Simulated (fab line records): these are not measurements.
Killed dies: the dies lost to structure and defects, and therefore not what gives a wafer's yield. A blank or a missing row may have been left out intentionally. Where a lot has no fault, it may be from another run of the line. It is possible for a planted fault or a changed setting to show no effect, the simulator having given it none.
fab line records / flow n5_finfet / part 2 of 2: steps 5 to 6 of 6
record lots=22 wafers=66 last_day=19
route steps=1938 shown BEOL_M9@1418 BEOL_M10@1488
lots with no fault: from the same line, run without faults
start_h: the number of hours between the record's first day and the start of the first shown wafer of the lot / wait_h: hours since the lot's step before / " identical to the entry in the row above / L1.1+2: one row covering several wafers at once / - no value, or no start given / * or withheld: withheld / < > ~ a bound
route shown NAME@n: NAME is a module with steps in the file, n the number in the route of the first one / usual: mean/standard deviation of fault-free wafers / same: alike in all rows / chamber/n: place in a boat / sites: per-site readings / _std_site: how widely they spread, as a standard deviation / _edge_site: mean of outer sites minus mean of inner sites / radius_mm: for every site, how far away it sits from the centre of the wafer / mask NAME#n: copy n / behind: the last tool/chamber to shape the wafer / hold: what put the lot on hold/how long, in hours/how the hold closed / device: names the non-switching transistor (n, p or np) / end of line: tests of these same wafers at the route's end / for a step that has no rows: nothing shown but its recipe / killed: the dies lost at the first sort to structure and to defects; this is not the yield of the wafer / map: a wafer's dies, marking killed ones x, the rest . and places with no die _
set.NAME: the setting as run; set.NAME@STEP: as run at that earlier step / model.NAME: the simulator's own value behind a step, which no gauge read
route steps across a sampled set of lots; one table per step, one row per wafer
services: when a tool's chamber went out of use (start_h, in hours from the record's first day, below 0 if earlier), for how many hours, and the reason
## steps
# step N5_BEOL_M10_CD_MEAS_28
# recipe target_cd_nm=70 landing_energy_ev=500 detector=se_inlens polarity=opening
# usual cd_nm=70.0/0.73
lot.wafer=L075.2 tool=cd_sem-03 chamber=0 start_h=256.09 wait_h=- cd_nm=69.0
lot.wafer=L075.4 tool=cd_sem-03 chamber=0 start_h=256.09 wait_h=- cd_nm=69.2
lot.wafer=L075.6 tool=cd_sem-03 chamber=0 start_h=256.09 wait_h=- cd_nm=69.5
lot.wafer=L077.2 tool=cd_sem-01 chamber=0 start_h=261.54 wait_h=- cd_nm=69.7
lot.wafer=L077.4 tool=cd_sem-01 chamber=0 start_h=261.54 wait_h=- cd_nm=68.7
lot.wafer=L077.6 tool=cd_sem-01 chamber=0 start_h=261.54 wait_h=- cd_nm=69.0
lot.wafer=L076.1 tool=cd_sem-03 chamber=0 start_h=275.98 wait_h=- cd_nm=69.2
lot.wafer=L076.2 tool=cd_sem-03 chamber=0 start_h=275.98 wait_h=- cd_nm=69.8
lot.wafer=L076.5 tool=cd_sem-03 chamber=0 start_h=275.98 wait_h=- cd_nm=69.7
lot.wafer=L078.2 tool=cd_sem-03 chamber=0 start_h=276.49 wait_h=- cd_nm=70.7
lot.wafer=L078.3 tool=cd_sem-03 chamber=0 start_h=276.49 wait_h=- cd_nm=69.6
lot.wafer=L078.5 tool=cd_sem-03 chamber=0 start_h=276.49 wait_h=- cd_nm=69.8
lot.wafer=L079.1 tool=cd_sem-02 chamber=0 start_h=285.00 wait_h=- cd_nm=70.4
lot.wafer=L079.2 tool=cd_sem-02 chamber=0 start_h=285.00 wait_h=- cd_nm=68.7
lot.wafer=L079.4 tool=cd_sem-02 chamber=0 start_h=285.00 wait_h=- cd_nm=68.6
lot.wafer=L080.3 tool=cd_sem-02 chamber=0 start_h=285.18 wait_h=- cd_nm=68.6
lot.wafer=L080.5 tool=cd_sem-02 chamber=0 start_h=285.18 wait_h=- cd_nm=69.2
lot.wafer=L080.6 tool=cd_sem-02 chamber=0 start_h=285.18 wait_h=- cd_nm=70.7
lot.wafer=L081.2 tool=cd_sem-02 chamber=0 start_h=295.20 wait_h=- cd_nm=69.4
lot.wafer=L081.3 tool=cd_sem-02 chamber=0 start_h=295.20 wait_h=- cd_nm=70.1
lot.wafer=L081.5 tool=cd_sem-02 chamber=0 start_h=295.20 wait_h=- cd_nm=70.8
lot.wafer=L082.1 tool=cd_sem-01 chamber=0 start_h=305.32 wait_h=- cd_nm=71.6
lot.wafer=L082.3 tool=cd_sem-01 chamber=0 start_h=305.32 wait_h=- cd_nm=70.8
lot.wafer=L082.4 tool=cd_sem-01 chamber=0 start_h=305.32 wait_h=- cd_nm=72.1
lot.wafer=L083.1 tool=cd_sem-02 chamber=0 start_h=307.03 wait_h=- cd_nm=70.3
lot.wafer=L083.3 tool=cd_sem-02 chamber=0 start_h=307.03 wait_h=- cd_nm=70.4
lot.wafer=L083.5 tool=cd_sem-02 chamber=0 start_h=307.03 wait_h=- cd_nm=70.6
lot.wafer=L086.1 tool=cd_sem-01 chamber=0 start_h=315.88 wait_h=- cd_nm=70.0
lot.wafer=L086.3 tool=cd_sem-01 chamber=0 start_h=315.88 wait_h=- cd_nm=70.1
lot.wafer=L086.4 tool=cd_sem-01 chamber=0 start_h=315.88 wait_h=- cd_nm=71.0
lot.wafer=L085.1 tool=cd_sem-01 chamber=0 start_h=324.50 wait_h=- cd_nm=69.8
lot.wafer=L085.4 tool=cd_sem-01 chamber=0 start_h=324.50 wait_h=- cd_nm=69.4
lot.wafer=L085.5 tool=cd_sem-01 chamber=0 start_h=324.50 wait_h=- cd_nm=70.1
lot.wafer=L087.1 tool=cd_sem-02 chamber=0 start_h=327.68 wait_h=- cd_nm=70.9
lot.wafer=L087.2 tool=cd_sem-02 chamber=0 start_h=327.68 wait_h=- cd_nm=70.6
lot.wafer=L087.5 tool=cd_sem-02 chamber=0 start_h=327.68 wait_h=- cd_nm=70.7
lot.wafer=L088.2 tool=cd_sem-02 chamber=0 start_h=334.09 wait_h=- cd_nm=69.9
lot.wafer=L088.3 tool=cd_sem-02 chamber=0 start_h=334.09 wait_h=- cd_nm=69.9
lot.wafer=L088.5 tool=cd_sem-02 chamber=0 start_h=334.09 wait_h=- cd_nm=69.6
lot.wafer=L089.2 tool=cd_sem-02 chamber=0 start_h=334.80 wait_h=- cd_nm=69.5
lot.wafer=L089.3 tool=cd_sem-02 chamber=0 start_h=334.80 wait_h=- cd_nm=68.8
lot.wafer=L089.4 tool=cd_sem-02 chamber=0 start_h=334.80 wait_h=- cd_nm=69.5
lot.wafer=L090.1 tool=cd_sem-01 chamber=0 start_h=343.58 wait_h=- cd_nm=71.1
lot.wafer=L090.3 tool=cd_sem-01 chamber=0 start_h=343.58 wait_h=- cd_nm=70.6
lot.wafer=L090.6 tool=cd_sem-01 chamber=0 start_h=343.58 wait_h=- cd_nm=69.4
lot.wafer=L091.2 tool=cd_sem-02 chamber=0 start_h=356.24 wait_h=- cd_nm=68.9
lot.wafer=L091.5 tool=cd_sem-02 chamber=0 start_h=356.24 wait_h=- cd_nm=68.7
lot.wafer=L091.6 tool=cd_sem-02 chamber=0 start_h=356.24 wait_h=- cd_nm=69.5
lot.wafer=L092.1 tool=cd_sem-01 chamber=0 start_h=356.41 wait_h=- cd_nm=70.5
lot.wafer=L092.5 tool=cd_sem-01 chamber=0 start_h=356.41 wait_h=- cd_nm=69.9
lot.wafer=L092.6 tool=cd_sem-01 chamber=0 start_h=356.41 wait_h=- cd_nm=69.8
lot.wafer=L093.2 tool=cd_sem-01 chamber=0 start_h=361.96 wait_h=- cd_nm=69.7
lot.wafer=L093.4 tool=cd_sem-01 chamber=0 start_h=361.96 wait_h=- cd_nm=71.1
lot.wafer=L093.6 tool=cd_sem-01 chamber=0 start_h=361.96 wait_h=- cd_nm=69.1
lot.wafer=L094.2 tool=cd_sem-03 chamber=0 start_h=367.51 wait_h=- cd_nm=69.8
lot.wafer=L094.5 tool=cd_sem-03 chamber=0 start_h=367.51 wait_h=- cd_nm=70.3
lot.wafer=L094.6 tool=cd_sem-03 chamber=0 start_h=367.51 wait_h=- cd_nm=70.1
lot.wafer=L095.2 tool=cd_sem-02 chamber=0 start_h=375.07 wait_h=- cd_nm=70.4
lot.wafer=L095.5 tool=cd_sem-02 chamber=0 start_h=375.07 wait_h=- cd_nm=70.2
lot.wafer=L095.6 tool=cd_sem-02 chamber=0 start_h=375.07 wait_h=- cd_nm=70.2
lot.wafer=L096.1 tool=cd_sem-01 chamber=0 start_h=389.43 wait_h=- cd_nm=70.1
lot.wafer=L096.3 tool=cd_sem-01 chamber=0 start_h=389.43 wait_h=- cd_nm=70.6
lot.wafer=L096.4 tool=cd_sem-01 chamber=0 start_h=389.43 wait_h=- cd_nm=70.2
lot.wafer=L097.2 tool=cd_sem-03 chamber=0 start_h=398.81 wait_h=- cd_nm=70.8
lot.wafer=L097.3 tool=cd_sem-03 chamber=0 start_h=398.81 wait_h=- cd_nm=70.9
lot.wafer=L097.5 tool=cd_sem-03 chamber=0 start_h=398.81 wait_h=- cd_nm=70.7
# step N5_BEOL_M10_ETCH_65
# recipe chemistry=CF4 target=SiARC target_depth_a=390 mask_material=CAR-ArF time_s=65 ion_energy_ev=80 pressure_mtorr=40 source_w=545 bias_w=36 Ar_flow_sccm=100 cf4_flow_sccm=100 ends=cleared
# usual drypump_motor_current_A=5.9/0.48 etch_rf_on_time_s=65.1/0.99 oes_product_au=0.66/0.058 rf_vpp_V=184.6/1 showerhead_plenum_p_Torr=2.19/0.06 throttle_valve_pct=15.64/0.2
lot.wafer=L075.2 tool=rie_diel-05 chamber=0 start_h=256.22 wait_h=0.0 drypump_motor_current_A=5.7 etch_rf_on_time_s=63.5 oes_product_au=0.63 rf_hours_counter_h=156 rf_vpp_V=185.4 showerhead_plenum_p_Torr=2.23 throttle_valve_pct=15.79
lot.wafer=L075.4 tool=rie_diel-05 chamber=0 start_h=256.22 wait_h=0.0 drypump_motor_current_A=5.7 etch_rf_on_time_s=64.1 oes_product_au=0.62 rf_hours_counter_h=- rf_vpp_V=186.4 showerhead_plenum_p_Torr=2.23 throttle_valve_pct=15.77
lot.wafer=L075.6 tool=rie_diel-05 chamber=1 start_h=256.22 wait_h=0.0 drypump_motor_current_A=4.9 etch_rf_on_time_s=65.3 oes_product_au=0.72 rf_hours_counter_h=- rf_vpp_V=184.4 showerhead_plenum_p_Torr=2.08 throttle_valve_pct=15.42
lot.wafer=L077.2 tool=rie_diel-02 chamber=3 start_h=261.66 wait_h=0.0 drypump_motor_current_A=5.8 etch_rf_on_time_s=64.0 oes_product_au=0.69 rf_hours_counter_h=120 rf_vpp_V=184.5 showerhead_plenum_p_Torr=2.24 throttle_valve_pct=15.79
lot.wafer=L077.4 tool=rie_diel-02 chamber=0 start_h=261.66 wait_h=0.0 drypump_motor_current_A=6.2 etch_rf_on_time_s=65.3 oes_product_au=0.60 rf_hours_counter_h=209 rf_vpp_V=185.8 showerhead_plenum_p_Torr=2.22 throttle_valve_pct=15.75
lot.wafer=L077.6 tool=rie_diel-02 chamber=0 start_h=261.66 wait_h=0.0 drypump_motor_current_A=6.2 etch_rf_on_time_s=65.4 oes_product_au=0.60 rf_hours_counter_h=- rf_vpp_V=184.1 showerhead_plenum_p_Torr=2.22 throttle_valve_pct=15.73
lot.wafer=L076.1 tool=rie_diel-02 chamber=0 start_h=276.83 wait_h=0.0 drypump_motor_current_A=6.2 etch_rf_on_time_s=65.5 oes_product_au=0.60 rf_hours_counter_h=215 rf_vpp_V=183.5 showerhead_plenum_p_Torr=2.21 throttle_valve_pct=15.75
lot.wafer=L076.2 tool=rie_diel-02 chamber=1 start_h=276.83 wait_h=0.0 drypump_motor_current_A=5.0 etch_rf_on_time_s=65.4 oes_product_au=0.71 rf_hours_counter_h=71 rf_vpp_V=184.5 showerhead_plenum_p_Torr=2.08 throttle_valve_pct=15.50
lot.wafer=L076.5 tool=rie_diel-02 chamber=3 start_h=276.83 wait_h=0.0 drypump_motor_current_A=5.8 etch_rf_on_time_s=63.8 oes_product_au=0.69 rf_hours_counter_h=- rf_vpp_V=185.4 showerhead_plenum_p_Torr=2.24 throttle_valve_pct=15.80
lot.wafer=L078.2 tool=rie_diel-05 chamber=2 start_h=277.03 wait_h=0.0 drypump_motor_current_A=5.9 etch_rf_on_time_s=63.3 oes_product_au=0.81 rf_hours_counter_h=4 rf_vpp_V=184.0 showerhead_plenum_p_Torr=2.19 throttle_valve_pct=15.09
lot.wafer=L078.3 tool=rie_diel-05 chamber=0 start_h=277.03 wait_h=0.0 drypump_motor_current_A=5.7 etch_rf_on_time_s=63.5 oes_product_au=0.62 rf_hours_counter_h=164 rf_vpp_V=186.8 showerhead_plenum_p_Torr=2.22 throttle_valve_pct=15.81
lot.wafer=L078.5 tool=rie_diel-05 chamber=3 start_h=277.03 wait_h=0.0 drypump_motor_current_A=6.4 etch_rf_on_time_s=64.4 oes_product_au=0.60 rf_hours_counter_h=- rf_vpp_V=184.2 showerhead_plenum_p_Torr=2.20 throttle_valve_pct=15.91
lot.wafer=L079.1 tool=rie_diel-03 chamber=3 start_h=285.12 wait_h=0.0 drypump_motor_current_A=6.1 etch_rf_on_time_s=64.1 oes_product_au=0.62 rf_hours_counter_h=197 rf_vpp_V=183.1 showerhead_plenum_p_Torr=2.13 throttle_valve_pct=15.74
lot.wafer=L079.2 tool=rie_diel-03 chamber=2 start_h=285.12 wait_h=0.0 drypump_motor_current_A=5.8 etch_rf_on_time_s=64.9 oes_product_au=0.70 rf_hours_counter_h=70 rf_vpp_V=184.6 showerhead_plenum_p_Torr=2.25 throttle_valve_pct=15.74
lot.wafer=L079.4 tool=rie_diel-03 chamber=0 start_h=285.12 wait_h=0.0 drypump_motor_current_A=6.4 etch_rf_on_time_s=65.7 oes_product_au=0.73 rf_hours_counter_h=40 rf_vpp_V=183.5 showerhead_plenum_p_Torr=2.18 throttle_valve_pct=15.34
lot.wafer=L080.3 tool=rie_diel-05 chamber=0 start_h=285.30 wait_h=0.0 drypump_motor_current_A=5.6 etch_rf_on_time_s=64.3 oes_product_au=0.61 rf_hours_counter_h=168 rf_vpp_V=185.8 showerhead_plenum_p_Torr=2.22 throttle_valve_pct=15.82
lot.wafer=L080.5 tool=rie_diel-05 chamber=0 start_h=285.30 wait_h=0.0 drypump_motor_current_A=5.6 etch_rf_on_time_s=64.0 oes_product_au=0.61 rf_hours_counter_h=- rf_vpp_V=183.6 showerhead_plenum_p_Torr=2.22 throttle_valve_pct=15.79
lot.wafer=L080.6 tool=rie_diel-05 chamber=3 start_h=285.30 wait_h=0.0 drypump_motor_current_A=6.4 etch_rf_on_time_s=64.9 oes_product_au=0.60 rf_hours_counter_h=- rf_vpp_V=184.7 showerhead_plenum_p_Torr=2.20 throttle_valve_pct=15.92
lot.wafer=L081.2 tool=rie_diel-02 chamber=0 start_h=295.35 wait_h=0.0 drypump_motor_current_A=6.2 etch_rf_on_time_s=66.6 oes_product_au=0.59 rf_hours_counter_h=220 rf_vpp_V=184.3 showerhead_plenum_p_Torr=2.21 throttle_valve_pct=15.74
lot.wafer=L081.3 tool=rie_diel-02 chamber=2 start_h=295.35 wait_h=0.0 drypump_motor_current_A=6.0 etch_rf_on_time_s=65.8 oes_product_au=0.75 rf_hours_counter_h=29 rf_vpp_V=185.9 showerhead_plenum_p_Torr=2.27 throttle_valve_pct=15.55
lot.wafer=L081.5 tool=rie_diel-02 chamber=1 start_h=295.35 wait_h=0.0 drypump_motor_current_A=4.9 etch_rf_on_time_s=66.4 oes_product_au=0.70 rf_hours_counter_h=- rf_vpp_V=183.5 showerhead_plenum_p_Torr=2.08 throttle_valve_pct=15.52
lot.wafer=L082.1 tool=rie_diel-02 chamber=1 start_h=305.45 wait_h=0.0 drypump_motor_current_A=4.9 etch_rf_on_time_s=66.0 oes_product_au=0.70 rf_hours_counter_h=79 rf_vpp_V=183.5 showerhead_plenum_p_Torr=2.08 throttle_valve_pct=15.52
lot.wafer=L082.3 tool=rie_diel-02 chamber=2 start_h=305.45 wait_h=0.0 drypump_motor_current_A=6.0 etch_rf_on_time_s=66.0 oes_product_au=0.75 rf_hours_counter_h=32 rf_vpp_V=185.5 showerhead_plenum_p_Torr=2.27 throttle_valve_pct=15.55
lot.wafer=L082.4 tool=rie_diel-02 chamber=0 start_h=305.45 wait_h=0.0 drypump_motor_current_A=6.2 etch_rf_on_time_s=66.9 oes_product_au=0.59 rf_hours_counter_h=223 rf_vpp_V=182.9 showerhead_plenum_p_Torr=2.21 throttle_valve_pct=15.76
lot.wafer=L083.1 tool=rie_diel-03 chamber=2 start_h=307.20 wait_h=0.0 drypump_motor_current_A=5.8 etch_rf_on_time_s=64.8 oes_product_au=0.70 rf_hours_counter_h=81 rf_vpp_V=184.5 showerhead_plenum_p_Torr=2.25 throttle_valve_pct=15.75
lot.wafer=L083.3 tool=rie_diel-03 chamber=0 start_h=307.20 wait_h=0.0 drypump_motor_current_A=6.4 etch_rf_on_time_s=65.2 oes_product_au=0.72 rf_hours_counter_h=50 rf_vpp_V=183.7 showerhead_plenum_p_Torr=2.18 throttle_valve_pct=15.35
lot.wafer=L083.5 tool=rie_diel-03 chamber=0 start_h=307.20 wait_h=0.0 drypump_motor_current_A=6.4 etch_rf_on_time_s=65.6 oes_product_au=0.72 rf_hours_counter_h=- rf_vpp_V=183.7 showerhead_plenum_p_Torr=2.18 throttle_valve_pct=15.35
lot.wafer=L086.1 tool=rie_diel-03 chamber=0 start_h=316.00 wait_h=0.0 drypump_motor_current_A=6.4 etch_rf_on_time_s=65.5 oes_product_au=0.71 rf_hours_counter_h=53 rf_vpp_V=186.2 showerhead_plenum_p_Torr=2.18 throttle_valve_pct=15.36
lot.wafer=L086.3 tool=rie_diel-03 chamber=1 start_h=316.00 wait_h=0.0 drypump_motor_current_A=6.7 etch_rf_on_time_s=65.6 oes_product_au=0.60 rf_hours_counter_h=221 rf_vpp_V=184.9 showerhead_plenum_p_Torr=2.20 throttle_valve_pct=15.41
lot.wafer=L086.4 tool=rie_diel-03 chamber=2 start_h=316.00 wait_h=0.0 drypump_motor_current_A=5.8 etch_rf_on_time_s=64.6 oes_product_au=0.68 rf_hours_counter_h=84 rf_vpp_V=186.0 showerhead_plenum_p_Torr=2.25 throttle_valve_pct=15.77
lot.wafer=L085.1 tool=rie_diel-02 chamber=1 start_h=325.18 wait_h=0.0 drypump_motor_current_A=5.0 etch_rf_on_time_s=64.9 oes_product_au=0.69 rf_hours_counter_h=85 rf_vpp_V=184.2 showerhead_plenum_p_Torr=2.08 throttle_valve_pct=15.53
lot.wafer=L085.4 tool=rie_diel-02 chamber=0 start_h=325.18 wait_h=0.0 drypump_motor_current_A=6.2 etch_rf_on_time_s=65.4 oes_product_au=0.59 rf_hours_counter_h=230 rf_vpp_V=185.0 showerhead_plenum_p_Torr=2.21 throttle_valve_pct=15.77
lot.wafer=L085.5 tool=rie_diel-02 chamber=1 start_h=325.18 wait_h=0.0 drypump_motor_current_A=5.0 etch_rf_on_time_s=65.4 oes_product_au=0.70 rf_hours_counter_h=- rf_vpp_V=182.4 showerhead_plenum_p_Torr=2.08 throttle_valve_pct=15.53
lot.wafer=L087.1 tool=rie_diel-03 chamber=0 start_h=328.58 wait_h=0.0 drypump_motor_current_A=6.4 etch_rf_on_time_s=66.2 oes_product_au=0.70 rf_hours_counter_h=59 rf_vpp_V=183.4 showerhead_plenum_p_Torr=2.17 throttle_valve_pct=15.39
lot.wafer=L087.2 tool=rie_diel-03 chamber=1 start_h=328.58 wait_h=0.0 drypump_motor_current_A=6.7 etch_rf_on_time_s=66.8 oes_product_au=0.60 rf_hours_counter_h=227 rf_vpp_V=184.1 showerhead_plenum_p_Torr=2.19 throttle_valve_pct=15.44
lot.wafer=L087.5 tool=rie_diel-03 chamber=0 start_h=328.58 wait_h=0.0 drypump_motor_current_A=6.4 etch_rf_on_time_s=65.6 oes_product_au=0.71 rf_hours_counter_h=- rf_vpp_V=184.0 showerhead_plenum_p_Torr=2.17 throttle_valve_pct=15.40
lot.wafer=L088.2 tool=rie_diel-02 chamber=3 start_h=335.23 wait_h=0.0 drypump_motor_current_A=5.8 etch_rf_on_time_s=65.4 oes_product_au=0.66 rf_hours_counter_h=146 rf_vpp_V=183.7 showerhead_plenum_p_Torr=2.23 throttle_valve_pct=15.83
lot.wafer=L088.3 tool=rie_diel-02 chamber=2 start_h=335.23 wait_h=0.0 drypump_motor_current_A=6.1 etch_rf_on_time_s=66.8 oes_product_au=0.72 rf_hours_counter_h=44 rf_vpp_V=186.0 showerhead_plenum_p_Torr=2.26 throttle_valve_pct=15.55
lot.wafer=L088.5 tool=rie_diel-02 chamber=0 start_h=335.23 wait_h=0.0 drypump_motor_current_A=6.2 etch_rf_on_time_s=66.9 oes_product_au=0.59 rf_hours_counter_h=- rf_vpp_V=184.8 showerhead_plenum_p_Torr=2.21 throttle_valve_pct=15.78
lot.wafer=L089.2 tool=rie_diel-02 chamber=2 start_h=336.29 wait_h=0.0 drypump_motor_current_A=6.0 etch_rf_on_time_s=65.1 oes_product_au=0.73 rf_hours_counter_h=45 rf_vpp_V=185.9 showerhead_plenum_p_Torr=2.26 throttle_valve_pct=15.56
lot.wafer=L089.3 tool=rie_diel-02 chamber=0 start_h=336.29 wait_h=0.0 drypump_motor_current_A=6.2 etch_rf_on_time_s=66.4 oes_product_au=0.59 rf_hours_counter_h=236 rf_vpp_V=185.7 showerhead_plenum_p_Torr=2.21 throttle_valve_pct=15.78
lot.wafer=L089.4 tool=rie_diel-02 chamber=3 start_h=336.29 wait_h=0.0 drypump_motor_current_A=5.8 etch_rf_on_time_s=64.7 oes_product_au=0.67 rf_hours_counter_h=147 rf_vpp_V=185.7 showerhead_plenum_p_Torr=2.23 throttle_valve_pct=15.85
lot.wafer=L090.1 tool=rie_diel-03 chamber=3 start_h=343.71 wait_h=0.0 drypump_motor_current_A=6.1 etch_rf_on_time_s=63.7 oes_product_au=0.61 rf_hours_counter_h=223 rf_vpp_V=184.1 showerhead_plenum_p_Torr=2.12 throttle_valve_pct=15.78
lot.wafer=L090.3 tool=rie_diel-03 chamber=0 start_h=343.71 wait_h=0.0 drypump_motor_current_A=6.4 etch_rf_on_time_s=65.1 oes_product_au=0.71 rf_hours_counter_h=67 rf_vpp_V=185.6 showerhead_plenum_p_Torr=2.17 throttle_valve_pct=15.39
lot.wafer=L090.6 tool=rie_diel-03 chamber=2 start_h=343.71 wait_h=0.0 drypump_motor_current_A=5.8 etch_rf_on_time_s=65.3 oes_product_au=0.67 rf_hours_counter_h=- rf_vpp_V=185.9 showerhead_plenum_p_Torr=2.25 throttle_valve_pct=15.80
lot.wafer=L091.2 tool=rie_diel-05 chamber=2 start_h=356.37 wait_h=0.0 drypump_motor_current_A=5.9 etch_rf_on_time_s=64.5 oes_product_au=0.75 rf_hours_counter_h=26 rf_vpp_V=185.1 showerhead_plenum_p_Torr=2.18 throttle_valve_pct=15.13
lot.wafer=L091.5 tool=rie_diel-05 chamber=1 start_h=356.37 wait_h=0.0 drypump_motor_current_A=4.9 etch_rf_on_time_s=66.1 oes_product_au=0.68 rf_hours_counter_h=- rf_vpp_V=184.4 showerhead_plenum_p_Torr=2.07 throttle_valve_pct=15.47
lot.wafer=L091.6 tool=rie_diel-05 chamber=2 start_h=356.37 wait_h=0.0 drypump_motor_current_A=5.9 etch_rf_on_time_s=64.7 oes_product_au=0.75 rf_hours_counter_h=- rf_vpp_V=184.7 showerhead_plenum_p_Torr=2.18 throttle_valve_pct=15.15
lot.wafer=L092.1 tool=rie_diel-03 chamber=2 start_h=356.53 wait_h=0.0 drypump_motor_current_A=5.8 etch_rf_on_time_s=65.1 oes_product_au=0.67 rf_hours_counter_h=101 rf_vpp_V=183.6 showerhead_plenum_p_Torr=2.24 throttle_valve_pct=15.80
lot.wafer=L092.5 tool=rie_diel-03 chamber=3 start_h=356.53 wait_h=0.0 drypump_motor_current_A=6.1 etch_rf_on_time_s=64.5 oes_product_au=0.60 rf_hours_counter_h=- rf_vpp_V=183.7 showerhead_plenum_p_Torr=2.12 throttle_valve_pct=15.80
lot.wafer=L092.6 tool=rie_diel-03 chamber=2 start_h=356.53 wait_h=0.0 drypump_motor_current_A=5.8 etch_rf_on_time_s=65.4 oes_product_au=0.67 rf_hours_counter_h=- rf_vpp_V=184.5 showerhead_plenum_p_Torr=2.24 throttle_valve_pct=15.80
lot.wafer=L093.2 tool=rie_diel-02 chamber=0 start_h=362.08 wait_h=0.0 drypump_motor_current_A=6.2 etch_rf_on_time_s=65.8 oes_product_au=0.58 rf_hours_counter_h=246 rf_vpp_V=184.7 showerhead_plenum_p_Torr=2.20 throttle_valve_pct=15.80
lot.wafer=L093.4 tool=rie_diel-02 chamber=1 start_h=362.08 wait_h=0.0 drypump_motor_current_A=4.9 etch_rf_on_time_s=65.6 oes_product_au=0.68 rf_hours_counter_h=100 rf_vpp_V=183.5 showerhead_plenum_p_Torr=2.07 throttle_valve_pct=15.56
lot.wafer=L093.6 tool=rie_diel-02 chamber=2 start_h=362.08 wait_h=0.0 drypump_motor_current_A=6.1 etch_rf_on_time_s=65.1 oes_product_au=0.72 rf_hours_counter_h=- rf_vpp_V=184.9 showerhead_plenum_p_Torr=2.26 throttle_valve_pct=15.60
lot.wafer=L094.2 tool=rie_diel-02 chamber=0 start_h=367.63 wait_h=0.0 drypump_motor_current_A=6.2 etch_rf_on_time_s=65.7 oes_product_au=0.59 rf_hours_counter_h=247 rf_vpp_V=185.4 showerhead_plenum_p_Torr=2.20 throttle_valve_pct=15.80
lot.wafer=L094.5 tool=rie_diel-02 chamber=3 start_h=367.63 wait_h=0.0 drypump_motor_current_A=5.8 etch_rf_on_time_s=64.0 oes_product_au=0.66 rf_hours_counter_h=- rf_vpp_V=185.3 showerhead_plenum_p_Torr=2.23 throttle_valve_pct=15.87
lot.wafer=L094.6 tool=rie_diel-02 chamber=0 start_h=367.63 wait_h=0.0 drypump_motor_current_A=6.2 etch_rf_on_time_s=66.0 oes_product_au=0.58 rf_hours_counter_h=- rf_vpp_V=183.4 showerhead_plenum_p_Torr=2.20 throttle_valve_pct=15.80
lot.wafer=L095.2 tool=rie_diel-02 chamber=0 start_h=375.31 wait_h=0.0 drypump_motor_current_A=6.2 etch_rf_on_time_s=65.7 oes_product_au=0.58 rf_hours_counter_h=250 rf_vpp_V=184.6 showerhead_plenum_p_Torr=2.20 throttle_valve_pct=15.81
lot.wafer=L095.5 tool=rie_diel-02 chamber=1 start_h=375.31 wait_h=0.0 drypump_motor_current_A=5.0 etch_rf_on_time_s=65.2 oes_product_au=0.68 rf_hours_counter_h=- rf_vpp_V=182.7 showerhead_plenum_p_Torr=2.07 throttle_valve_pct=15.56
lot.wafer=L095.6 tool=rie_diel-02 chamber=0 start_h=375.31 wait_h=0.0 drypump_motor_current_A=6.2 etch_rf_on_time_s=65.5 oes_product_au=0.58 rf_hours_counter_h=- rf_vpp_V=184.6 showerhead_plenum_p_Torr=2.20 throttle_valve_pct=15.83
lot.wafer=L096.1 tool=rie_diel-03 chamber=0 start_h=390.46 wait_h=0.0 drypump_motor_current_A=6.4 etch_rf_on_time_s=65.7 oes_product_au=0.69 rf_hours_counter_h=85 rf_vpp_V=183.5 showerhead_plenum_p_Torr=2.16 throttle_valve_pct=15.43
lot.wafer=L096.3 tool=rie_diel-03 chamber=3 start_h=390.46 wait_h=0.0 drypump_motor_current_A=6.1 etch_rf_on_time_s=64.4 oes_product_au=0.60 rf_hours_counter_h=238 rf_vpp_V=184.6 showerhead_plenum_p_Torr=2.11 throttle_valve_pct=15.82
lot.wafer=L096.4 tool=rie_diel-03 chamber=0 start_h=390.46 wait_h=0.0 drypump_motor_current_A=6.4 etch_rf_on_time_s=66.2 oes_product_au=0.68 rf_hours_counter_h=- rf_vpp_V=183.2 showerhead_plenum_p_Torr=2.16 throttle_valve_pct=15.44
lot.wafer=L097.2 tool=rie_diel-05 chamber=1 start_h=398.94 wait_h=0.0 drypump_motor_current_A=4.9 etch_rf_on_time_s=64.2 oes_product_au=0.69 rf_hours_counter_h=114 rf_vpp_V=183.7 showerhead_plenum_p_Torr=2.07 throttle_valve_pct=15.47
lot.wafer=L097.3 tool=rie_diel-05 chamber=0 start_h=398.94 wait_h=0.0 drypump_motor_current_A=5.7 etch_rf_on_time_s=64.4 oes_product_au=0.60 rf_hours_counter_h=201 rf_vpp_V=184.9 showerhead_plenum_p_Torr=2.21 throttle_valve_pct=15.88
lot.wafer=L097.5 tool=rie_diel-05 chamber=1 start_h=398.94 wait_h=0.0 drypump_motor_current_A=4.9 etch_rf_on_time_s=64.2 oes_product_au=0.68 rf_hours_counter_h=- rf_vpp_V=184.0 showerhead_plenum_p_Torr=2.07 throttle_valve_pct=15.49
## services
tool=rie_diel-03 chamber=1 start_h=222.81 hours=2.7 kind=repair
tool=rie_diel-04 chamber=- start_h=228.29 hours=14.6 kind=pm
tool=rie_diel-02 chamber=0 start_h=236.29 hours=1.6 kind=repair
tool=rie_diel-01 chamber=2 start_h=247.70 hours=9.1 kind=repair
tool=rie_diel-05 chamber=2 start_h=248.47 hours=1.5 kind=repair
tool=rie_diel-05 chamber=2 start_h=250.18 hours=- kind=clean
tool=rie_diel-03 chamber=0 start_h=253.76 hours=5.9 kind=repair
tool=rie_diel-04 chamber=2 start_h=255.92 hours=2.1 kind=repair
tool=rie_diel-01 chamber=3 start_h=261.33 hours=9.2 kind=repair
tool=rie_diel-05 chamber=1 start_h=276.26 hours=3.2 kind=repair
tool=rie_diel-05 chamber=- start_h=322.76 hours=14.6 kind=pm
tool=rie_diel-01 chamber=- start_h=326.60 hours=0.4 kind=repair
tool=rie_diel-06 chamber=3 start_h=333.41 hours=3.6 kind=repair
tool=rie_diel-05 chamber=0 start_h=341.64 hours=21.4 kind=repair
tool=rie_diel-01 chamber=- start_h=344.99 hours=2.8 kind=pm
tool=rie_diel-05 chamber=1 start_h=364.89 hours=25.3 kind=repair
tool=rie_diel-03 chamber=3 start_h=373.30 hours=4.5 kind=repair
tool=rie_diel-01 chamber=1 start_h=375.05 hours=1.9 kind=repair
tool=rie_diel-02 chamber=0 start_h=377.03 hours=1.3 kind=repair
tool=rie_diel-02 chamber=0 start_h=378.56 hours=- kind=clean
tool=rie_diel-02 chamber=0 start_h=378.56 hours=- kind=consumable_replace:focus_ring
tool=rie_diel-02 chamber=0 start_h=378.56 hours=19.5 kind=scheduled_down
tool=rie_diel-02 chamber=0 start_h=378.56 hours=19.5 kind=vent_cycle
tool=rie_diel-06 chamber=3 start_h=387.37 hours=2.9 kind=repair
